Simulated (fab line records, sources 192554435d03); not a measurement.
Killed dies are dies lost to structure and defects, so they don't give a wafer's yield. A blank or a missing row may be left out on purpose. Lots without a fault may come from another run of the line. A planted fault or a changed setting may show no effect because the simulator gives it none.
Which tool did it? | flow n5_finfet | 24 lots, 72 wafers sampled, at 5 steps of a route of 1938

WHAT THE GAUGES READ, wafer by wafer
N5_BEOL_M1_THK_MEAS_53: measures by xrf. Usual: M1_THK 39.4 nm, standard deviation 1.6.
lot  | measured     | on            | M1_THK (nm)    | flag
L074 | day 6 09:19  | film_metro-01 | 39.4 38.7 40.4 |
L075 | day 6 23:36  | film_metro-01 | 39.0 37.1 40.9 |
L076 | day 7 16:52  | film_metro-02 | 38.0 39.9 39.0 |
L077 | day 7 17:26  | film_metro-01 | 38.2 37.1 35.9 |
L078 | day 7 20:55  | film_metro-01 | 39.6 39.2 38.7 |
L079 | day 7 21:27  | film_metro-01 | 36.2 35.2 38.5 |
L080 | day 8 09:09  | film_metro-01 | 39.3 41.8 40.8 |
L081 | day 8 09:26  | film_metro-02 | 36.7 40.0 41.3 |
L082 | day 8 23:34  | film_metro-01 | 38.6 41.4 40.7 |
L083 | day 8 23:47  | film_metro-01 | 38.3 37.9 39.1 |
L084 | day 9 00:10  | film_metro-01 | 38.4 38.5 42.8 |
L085 | day 9 03:40  | film_metro-02 | 38.5 39.1 39.7 |
L086 | day 10 02:05 | film_metro-01 | 39.8 40.9 41.6 |
L087 | day 10 02:22 | film_metro-01 | 40.6 38.2 41.2 |
L089 | day 10 05:36 | film_metro-02 | 38.5 42.2 43.2 |
L088 | day 10 16:33 | film_metro-02 | 38.4 37.6 39.4 |
L091 | day 10 20:27 | film_metro-01 | 40.2 39.5 40.7 |
L090 | day 11 01:17 | film_metro-02 | 40.8 41.7 42.2 |
L092 | day 11 04:47 | film_metro-02 | 38.7 41.6 41.7 |
L093 | day 11 12:19 | film_metro-01 | 38.7 41.9 40.8 |
L094 | day 11 18:37 | film_metro-02 | 38.3 41.1 41.8 |
L095 | day 11 23:59 | film_metro-01 | 39.9 36.6 41.1 |
L096 | day 12 05:04 | film_metro-01 | 40.2 40.8 40.8 |
L097 | day 12 12:44 | film_metro-01 | 37.7 38.9 34.3 |

N5_BEOL_M2_OVL_MEAS_29. Usual: V1_OVL -0.3 nm, standard deviation 0.72.
lot  | measured     | on         | V1_OVL (nm)    | flag
L074 | day 6 11:08  | overlay-02 | 0.3 -0.4 -0.1  |
L075 | day 7 03:02  | overlay-01 | -0.2 -0.7 -0.7 |
L076 | day 7 19:16  | overlay-01 | -0.5 -0.3 0.9  |
L077 | day 7 19:59  | overlay-02 | 1.2 0.6 -0.1   |
L078 | day 7 22:43  | overlay-01 | 0.2 -0.6 -0.8  |
L079 | day 7 23:57  | overlay-02 | -0.8 0.1 -0.3  |
L080 | day 8 11:55  | overlay-01 | -0.6 -0.5 0.4  |
L081 | day 8 12:02  | overlay-02 | -2.0 -0.7 -1.3 |
L082 | day 9 01:46  | overlay-01 | 0.2 0.1 0.3    |
L083 | day 9 04:13  | overlay-01 | -0.3 -0.8 0.1  |
L084 | day 9 04:17  | overlay-02 | -0.3 1.0 0.5   |
L085 | day 9 07:45  | overlay-02 | 1.3 0.8 -0.4   |
L086 | day 10 06:04 | overlay-01 | -0.6 0.5 1.1   |
L087 | day 10 06:08 | overlay-02 | 0.1 -0.6 0.2   |
L089 | day 10 08:43 | overlay-02 | -0.6 -0.7 -0.7 |
L088 | day 10 19:36 | overlay-01 | 0.2 0.1 0.2    |
L091 | day 10 23:55 | overlay-01 | 0.6 -0.7 -0.3  |
L090 | day 11 07:16 | overlay-02 | -0.5 -0.9 -0.6 |
L092 | day 11 07:45 | overlay-02 | -0.4 -1.2 -1.6 |
L093 | day 11 14:35 | overlay-01 | -0.7 -0.9 -0.4 |
L094 | day 11 20:53 | overlay-02 | -0.6 -0.3 -0.3 |
L095 | day 12 02:14 | overlay-01 | 0.2 -1.0 0.3   |
L096 | day 12 09:27 | overlay-02 | -0.9 -1.0 -2.1 |
L097 | day 12 16:29 | overlay-01 | -0.8 -0.5 -0.8 |

WHICH TOOL RAN EACH LOT (tool, then ch and the chambers of the sampled wafers, then the start)
lot  | N5_BEOL_M1_SPUTTER_94        | N5_BEOL_M2_STRIP_66                | N5_BEOL_M2_HM_OPEN_17
L074 | pvd_sputter-03, day 6 06:32  | rie_diel-06 ch 0,2, day 6 10:34    | rie_metal-01 ch 0,1, day 6 10:37
L075 | pvd_sputter-03, day 6 18:56  | rie_diel-03 ch 0,2,3, day 7 02:28  | rie_metal-03 ch 0,1, day 7 02:31
L076 | pvd_sputter-02, day 7 12:57  | rie_diel-03 ch 2,3, day 7 18:35    | rie_metal-03 ch 0,1, day 7 18:37
L077 | pvd_sputter-01, day 7 13:03  | rie_diel-01 ch 0,1,3, day 7 19:17  | rie_metal-01 ch 1, day 7 19:20
L078 | pvd_sputter-02, day 7 16:13  | rie_diel-03 ch 0,1,2, day 7 22:08  | rie_metal-02 ch 1, day 7 22:11
L079 | pvd_sputter-01, day 7 16:17  | rie_diel-01 ch 0,1,2, day 7 23:15  | rie_metal-02 ch 0,1, day 7 23:18
L080 | pvd_sputter-03, day 8 00:59  | rie_diel-06 ch 0,2,3, day 8 11:14  | rie_metal-03 ch 0,1, day 8 11:16
L081 | pvd_sputter-01, day 8 01:49  | rie_diel-01 ch 0,2, day 8 11:26    | rie_metal-02 ch 0,1, day 8 11:29
L082 | pvd_sputter-02, day 8 22:34  | rie_diel-03 ch 0,1, day 9 00:58    | rie_metal-02 ch 0,1, day 9 01:00
L083 | pvd_sputter-03, day 8 22:46  | rie_diel-01 ch 0,1, day 9 03:28    | rie_metal-01 ch 0,1, day 9 03:30
L084 | pvd_sputter-01, day 8 23:10  | rie_diel-06 ch 0,1,3, day 9 03:39  | rie_metal-01 ch 0,1, day 9 03:41
L085 | pvd_sputter-03, day 9 02:39  | rie_diel-03 ch 0,1,3, day 9 07:08  | rie_metal-01 ch 0,1, day 9 07:13
L086 | pvd_sputter-03, day 10 01:05 | rie_diel-03 ch 0,1,3, day 10 05:20 | rie_metal-01 ch 0,1, day 10 05:22
L087 | pvd_sputter-02, day 10 01:17 | rie_diel-06 ch 0,1, day 10 05:25   | rie_metal-03 ch 0,1, day 10 05:27
L089 | pvd_sputter-02, day 10 04:29 | rie_diel-01 ch 0,2,3, day 10 08:05 | rie_metal-02 ch 0,1, day 10 08:08
L088 | pvd_sputter-01, day 10 15:32 | rie_diel-03 ch 1,2, day 10 18:49   | rie_metal-03 ch 0, day 10 18:52
L091 | pvd_sputter-01, day 10 19:26 | rie_diel-03 ch 1,2, day 10 23:17   | rie_metal-01 ch 0,1, day 10 23:22
L090 | pvd_sputter-01, day 11 00:16 | rie_diel-01 ch 1,2,3, day 11 06:40 | rie_metal-02 ch 0,1, day 11 06:43
L092 | pvd_sputter-01, day 11 03:47 | rie_diel-03 ch 0,3, day 11 07:08   | rie_metal-01 ch 0,1, day 11 07:12
L093 | pvd_sputter-02, day 11 11:18 | rie_diel-03 ch 0,1,3, day 11 13:52 | rie_metal-01 ch 0,1, day 11 13:57
L094 | pvd_sputter-02, day 11 17:26 | rie_diel-01 ch 1,2, day 11 20:11   | rie_metal-01 ch 0,1, day 11 20:13
L095 | pvd_sputter-03, day 11 22:52 | rie_diel-06 ch 1,2, day 12 01:31   | rie_metal-01 ch 0, day 12 01:34
L096 | pvd_sputter-01, day 12 04:04 | rie_diel-03 ch 1,2,3, day 12 08:46 | rie_metal-02 ch 0,1, day 12 08:48
L097 | pvd_sputter-02, day 12 10:39 | rie_diel-01 ch 0,1,3, day 12 15:35 | rie_metal-02 ch 0,1, day 12 15:38
- N5_BEOL_M1_SPUTTER_94: material Cu, target thk 4.5 nm, time 8.29 s.
- N5_BEOL_M2_STRIP_66: strips in CF4.
- N5_BEOL_M2_HM_OPEN_17: chemistry Cl2/BCl3, target TiN, target depth 20 nm, overetch 6 nm.

WHAT THE TOOLS THEMSELVES READ (means of the sampled wafers that have a number; where no wafer has one, the mark that the record gives instead)
N5_BEOL_M1_SPUTTER_94. Usual: chuck_sensor_temp_C -15.9 C, standard deviation 0.4; susceptor_temp_C -20.01 C, standard deviation 0.092; throttle_valve_pct 30.3 %, standard deviation 1.3.
lot  | tool           | chuck_sensor_temp_C (C) | susceptor_temp_C (C) | throttle_valve_pct (%) | flag
L074 | pvd_sputter-03 | -16.1                   | -20.08               | 30.9                   |
L075 | pvd_sputter-03 | -16.3                   | -19.99               | 30.0                   |
L076 | pvd_sputter-02 | -15.8                   | -20.01               | 29.9                   |
L077 | pvd_sputter-01 | -15.4                   | -20.04               | 29.4                   |
L078 | pvd_sputter-02 | -15.8                   | -20.11               | 30.3                   |
L079 | pvd_sputter-01 | -15.8                   | -20.00               | 29.5                   |
L080 | pvd_sputter-03 | -16.2                   | -19.99               | 29.8                   |
L081 | pvd_sputter-01 | -15.9                   | -20.08               | 30.4                   |
L082 | pvd_sputter-02 | -15.7                   | -19.90               | 29.6                   |
L083 | pvd_sputter-03 | -15.6                   | -20.02               | 31.9                   |
L084 | pvd_sputter-01 | -15.8                   | -19.97               | 30.8                   |
L085 | pvd_sputter-03 | -16.2                   | -20.02               | 28.7                   |
L086 | pvd_sputter-03 | -16.2                   | -19.96               | 29.7                   |
L087 | pvd_sputter-02 | -15.5                   | -19.93               | 30.1                   |
L089 | pvd_sputter-02 | -15.7                   | -20.03               | 30.2                   |
L088 | pvd_sputter-01 | -15.9                   | -20.07               | 29.9                   |
L091 | pvd_sputter-01 | -15.9                   | -19.96               | 30.1                   |
L090 | pvd_sputter-01 | -16.2                   | -19.95               | 31.0                   |
L092 | pvd_sputter-01 | -15.5                   | -20.16               | 29.4                   |
L093 | pvd_sputter-02 | -15.6                   | -20.09               | 29.9                   |
L094 | pvd_sputter-02 | -15.6                   | -19.95               | 30.1                   |
L095 | pvd_sputter-03 | -15.9                   | -20.03               | 30.8                   |
L096 | pvd_sputter-01 | -16.1                   | -20.09               | 31.2                   |
L097 | pvd_sputter-02 | -15.7                   | -20.00               | 30.7                   |

N5_BEOL_M2_STRIP_66. Usual: drypump_motor_current_A 5.7 A, standard deviation 0.52; oes_product_au 0.79 a.u., standard deviation 0.084; rf_vpp_V 271.8 V, standard deviation 1.6; showerhead_plenum_p_Torr 1.83 Torr, standard deviation 0.06; throttle_valve_pct 13.53 %, standard deviation 0.2.
lot  | tool        | drypump_motor_current_A (A) | oes_product_au (a.u.) | rf_vpp_V (V) | showerhead_plenum_p_Torr (Torr) | throttle_valve_pct (%) | flag
L074 | rie_diel-06 | 6.1                         | 0.70                  | 270.9        | 1.80                            | 13.67                  |
L075 | rie_diel-03 | 5.4                         | 0.84                  | 270.9        | 1.79                            | 13.46                  |
L076 | rie_diel-03 | 5.3                         | 0.81                  | 270.3        | 1.79                            | 13.63                  |
L077 | rie_diel-01 | 6.2                         | 0.71                  | 271.1        | 1.81                            | 13.64                  |
L078 | rie_diel-03 | 5.2                         | 0.81                  | 272.0        | 1.84                            | 13.55                  |
L079 | rie_diel-01 | 5.8                         | 0.76                  | 271.9        | 1.82                            | 13.46                  |
L080 | rie_diel-06 | 5.8                         | 0.78                  | 271.7        | 1.84                            | 13.57                  |
L081 | rie_diel-01 | 5.6                         | 0.81                  | 273.3        | 1.89                            | 13.37                  |
L082 | rie_diel-03 | 5.3                         | 0.83                  | 272.7        | 1.83                            | 13.42                  |
L083 | rie_diel-01 | 6.1                         | 0.72                  | 272.0        | 1.81                            | 13.52                  |
L084 | rie_diel-06 | 5.9                         | 0.77                  | 273.2        | 1.86                            | 13.55                  |
L085 | rie_diel-03 | 5.5                         | 0.79                  | 270.8        | 1.80                            | 13.51                  |
L086 | rie_diel-03 | 5.6                         | 0.78                  | 270.7        | 1.80                            | 13.53                  |
L087 | rie_diel-06 | 6.3                         | 0.69                  | 271.9        | 1.84                            | 13.68                  |
L089 | rie_diel-01 | 6.0                         | 0.83                  | 272.6        | 1.86                            | 13.39                  |
L088 | rie_diel-03 | 5.3                         | 0.73                  | 272.5        | 1.84                            | 13.75                  |
L091 | rie_diel-03 | 5.2                         | 0.76                  | 271.5        | 1.83                            | 13.75                  |
L090 | rie_diel-01 | 5.8                         | 0.88                  | 272.8        | 1.88                            | 13.28                  |
L092 | rie_diel-03 | 5.7                         | 0.80                  | 270.5        | 1.75                            | 13.48                  |
L093 | rie_diel-03 | 5.6                         | 0.77                  | 272.2        | 1.79                            | 13.56                  |
L094 | rie_diel-01 | 5.6                         | 0.88                  | 273.3        | 1.90                            | 13.24                  |
L095 | rie_diel-06 | 6.4                         | 0.86                  | 271.0        | 1.78                            | 13.35                  |
L096 | rie_diel-03 | 5.5                         | 0.74                  | 271.4        | 1.79                            | 13.73                  |
L097 | rie_diel-01 | 6.2                         | 0.83                  | 272.8        | 1.87                            | 13.33                  |

N5_BEOL_M2_HM_OPEN_17. Usual: drypump_motor_current_A 5.8 A, standard deviation 0.37; he_backside_leak_sccm 3.4 sccm, standard deviation 0.31; oes_product_au 0.65 a.u., standard deviation 0.068; throttle_valve_pct 22.2 %, standard deviation 0.31.
lot  | tool         | drypump_motor_current_A (A) | he_backside_leak_sccm (sccm) | oes_product_au (a.u.) | throttle_valve_pct (%) | flag
L074 | rie_metal-01 | 6.0                         | 3.3                          | 0.63                  | 22.4                   |
L075 | rie_metal-03 | 6.1                         | 3.3                          | 0.70                  | 22.1                   |
L076 | rie_metal-03 | 6.2                         | 3.4                          | 0.70                  | 22.1                   |
L077 | rie_metal-01 | 6.1                         | 3.4                          | 0.57                  | 22.7                   |
L078 | rie_metal-02 | 5.4                         | 3.5                          | 0.59                  | 22.1                   |
L079 | rie_metal-02 | 5.4                         | 3.4                          | 0.62                  | 22.2                   |
L080 | rie_metal-03 | 6.2                         | 4.3                          | 0.70                  | 22.1                   |
L081 | rie_metal-02 | 5.4                         | 3.4                          | 0.61                  | 22.2                   |
L082 | rie_metal-02 | 5.5                         | 3.4                          | 0.64                  | 22.3                   |
L083 | rie_metal-01 | 6.0                         | 3.4                          | 0.62                  | 22.4                   |
L084 | rie_metal-01 | 6.0                         | 3.4                          | 0.61                  | 22.5                   |
L085 | rie_metal-01 | 5.8                         | 3.4                          | 0.66                  | 22.2                   |
L086 | rie_metal-01 | 6.0                         | 3.5                          | 0.61                  | 22.5                   |
L087 | rie_metal-03 | 6.4                         | 3.7                          | 0.70                  | 22.1                   |
L089 | rie_metal-02 | 5.4                         | 3.5                          | 0.62                  | 22.2                   |
L088 | rie_metal-03 | 6.6                         | 3.3                          | 0.71                  | 22.2                   |
L091 | rie_metal-01 | 5.8                         | 3.2                          | 0.66                  | 22.2                   |
L090 | rie_metal-02 | 5.5                         | 3.4                          | 0.63                  | 22.3                   |
L092 | rie_metal-01 | 5.8                         | 3.3                          | 0.65                  | 22.2                   |
L093 | rie_metal-01 | 6.0                         | 3.4                          | 0.61                  | 22.4                   |
L094 | rie_metal-01 | 5.8                         | 3.5                          | 0.66                  | 22.2                   |
L095 | rie_metal-01 | 5.7                         | 3.3                          | 0.71                  | 21.9                   |
L096 | rie_metal-02 | 5.5                         | 3.2                          | 0.63                  | 22.3                   |
L097 | rie_metal-02 | 5.4                         | 3.6                          | 0.60                  | 22.2                   |

THE ANSWER, worked out from the rows above alone
Rule: a lot is off if the mean of its wafers that have a number lies more than 3 standard deviations from the usual mean. A lot without any number at a reading at which 4 lots or more have one is off too. The other lots that the step has rows for count as sound. The gauges are gone through in route order, then the tools' own readings, and for those a lot's mean is taken as printed above. The first step at which some lot is off is used, and at that step the reading that is off furthest; a lot without a number counts as furthest.
No lot is off at any reading shown: from this, nothing can be told.

WHAT THE SIMULATOR HAD PUT IN
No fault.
